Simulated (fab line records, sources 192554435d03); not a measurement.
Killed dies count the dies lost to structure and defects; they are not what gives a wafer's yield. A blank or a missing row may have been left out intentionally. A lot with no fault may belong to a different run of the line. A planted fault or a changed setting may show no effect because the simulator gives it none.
Chamber matching ; flow n5_finfet ; rie_diel-02 running N5_SD_EPI_N_ETCH_45: 3 sister chambers
The step etches SiOCN in CH3F/O2, target depth 6 nm. 18 wafers are shown with their chamber, then 7 later ones without.

== WAFERS WITH THEIR CHAMBER ==
wafer;chamber;showerhead_plenum_p_Torr (Torr);throttle_valve_pct (%);drypump_motor_current_A (A)
L074.2;3;1.95;23.28;5.9
L074.3;1;2.10;23.23;5.4
L074.6;1;2.10;23.23;5.4
L075.1;2;1.97;23.52;5.8
L075.3;3;1.95;23.29;5.9
L075.5;1;2.10;23.24;5.4
L078.2;2;1.97;23.52;5.8
L078.4;3;1.94;23.30;5.9
L078.6;1;2.10;23.24;5.4
L081.1;1;2.10;23.26;5.3
L081.3;3;1.94;23.30;5.9
L081.6;1;2.10;23.24;5.4
L087.1;3;1.94;23.30;6.0
L087.4;2;1.96;23.54;5.8
L087.5;3;1.94;23.31;6.0
L089.4;2;1.96;23.56;5.7
L089.5;1;2.09;23.28;5.3
L089.6;2;1.96;23.55;5.8

SIGNATURES (means of the wafers above)
reading;chamber 1;chamber 2;chamber 3;scatter within a chamber
showerhead_plenum_p_Torr;2.0986;1.9640;1.9433;0.00475
throttle_valve_pct;23.2457;23.5380;23.2967;0.0159
drypump_motor_current_A;5.371;5.780;5.933;0.0487
Rule: for a wafer and a chamber, the distance is found by dividing, reading by reading, the gap between the wafer's reading and the chamber's mean by the reading's scatter, squaring, summing and taking the root. The wafer belongs to the nearest chamber; if the next one is less than 2 further off, it can't be placed. The scatter: take each reading less its chamber's mean, square it, sum over the shown wafers, divide by the number of wafers less the number of chambers, and take the root.

== WAFERS MISSING THEIR CHAMBER ==
wafer;showerhead_plenum_p_Torr (Torr);throttle_valve_pct (%);drypump_motor_current_A (A)
L090.2;2.09;23.27;5.4
L090.6;1.96;23.56;5.8
L094.1;2.09;23.28;5.4
L094.5;1.96;23.56;5.8
L094.6;1.93;23.33;5.9
L097.3;2.08;23.27;5.4
L097.5;1.93;23.35;6.0

== WHICH CHAMBER EACH ONE RAN IN ==
wafer;from the rows above;in truth
L090.2;1;1
L090.6;2;2
L094.1;1;1
L094.5;2;2
L094.6;3;3
L097.3;1;1
L097.5;3;3
Correctly placed: 7 of 7. Left unplaced by these rows: 0. Number placed wrongly: 0.
